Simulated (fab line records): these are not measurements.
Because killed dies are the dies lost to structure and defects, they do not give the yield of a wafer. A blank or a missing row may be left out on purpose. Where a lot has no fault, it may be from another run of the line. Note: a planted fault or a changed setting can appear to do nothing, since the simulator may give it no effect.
3 desks looking at one fault + flow nand-harc + each desk has only its own numbers; what lay behind them comes last

## FOR THE TOOL OWNER'S DESK: pecvd-onon-02
The tool's own readings at NHARC_A_ONON_D1_DEP_22 (target thk 1000 nm): means of the sampled wafers that have a number, for each lot that ran on this tool. Any lot whose mean is over 4 standard deviations away from the usual mean is out of limits and marked OUT; that distance is given in the brackets.
Columns: A = n2-flow-sccm at NHARC_A_ONON_D1_DEP_22, usual 2751 sccm
| lot  | first seen here | A    |
|------|-----------------|------|
| L516 | day 10 20:50    | 2752 |
| L517 | day 11 09:47    | 2752 |
| L519 | day 11 20:29    | 2750 |
| L521 | day 12 06:55    | 2751 |
| L523 | day 13 08:31    | 2760 |
| L532 | day 17 06:44    | 2745 |
This desk's finding: nothing out of limits on any of the 6 lots.

## THE METROLOGY DESK
What the gauges read for every lot (on any tool): the sampled wafers with a number, averaged. Any lot whose mean is over 4 standard deviations away from the usual mean is out of limits and marked OUT; that distance is given in the brackets.
Columns: A = thk-nm at NHARC_A_ONON_D1_THK_MEAS_24, usual 999 nm
| lot  | first seen here | A              |
|------|-----------------|----------------|
| L512 | day 8 16:17     | 993            |
| L513 | day 9 04:47     | 989            |
| L514 | day 9 12:35     | 986            |
| L515 | day 9 23:32     | 1009           |
| L516 | day 10 21:17    | 988            |
| L517 | day 11 10:11    | 996            |
| L519 | day 11 21:00    | 1006           |
| L521 | day 12 07:22    | 1172 (+21) OUT |
| L522 | day 13 00:58    | 997            |
| L523 | day 13 09:02    | 1179 (+21) OUT |
| L527 | day 15 04:47    | 988            |
| L529 | day 15 15:45    | 1004           |
| L530 | day 16 10:34    | 991            |
| L532 | day 17 07:14    | 1017           |
This desk's finding: out of limits on L521, L523; first on L521, day 12 07:22 (thk-nm at NHARC_A_ONON_D1_THK_MEAS_24). L512, L513, L514, L515, L516, L517, L519, L522, L527, L529, L530, L532: within limits.

## THE DEFECT DESK
Per lot, the means of the sampled wafers with a number show what the inspections along the route counted. Any lot whose mean is over 4 standard deviations away from the usual mean is out of limits and marked OUT; that distance is given in the brackets.
Columns: A = raw-defect-count at NHARC_A_ZERO_WELL_INSPECT_17, usual 10
| lot  | first seen here | A  |
|------|-----------------|----|
| L512 | day 7 10:47     | 8  |
| L513 | day 7 20:19     | 10 |
| L514 | day 8 02:12     | 8  |
| L515 | day 8 12:22     | 26 |
| L516 | day 9 13:26     | 5  |
| L517 | day 10 01:19    | 7  |
| L519 | day 10 10:35    | 12 |
| L521 | day 10 22:46    | 7  |
| L522 | day 11 17:15    | 14 |
| L523 | day 12 00:31    | 9  |
| L527 | day 13 18:51    | 9  |
| L529 | day 14 07:28    | 7  |
| L530 | day 15 00:20    | 5  |
| L532 | day 15 22:29    | 7  |
This desk's finding: nothing out of limits on any of the 14 lots.

## BROUGHT TOGETHER
The metrology desk could have raised an alarm at day 12 07:22, on L521, L523.
The desk of the tool owner found nothing out of limits.
The defect desk saw nothing out of limits.
Tool owner's desk: L521, L523 on record, inside its limits.
The defect desk has L521, L523 on record, within its limits.
All the named lots went through NHARC_A_ONON_D1_DEP_22 on pecvd-onon-02.

## WHAT THE SIMULATOR HAD INSERTED
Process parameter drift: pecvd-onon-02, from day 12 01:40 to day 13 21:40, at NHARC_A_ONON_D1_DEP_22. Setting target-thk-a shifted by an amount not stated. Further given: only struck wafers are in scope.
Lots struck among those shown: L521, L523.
Per desk, hours elapsed from the start of the fault to the first reading out of limits: for the metrology desk, 6.
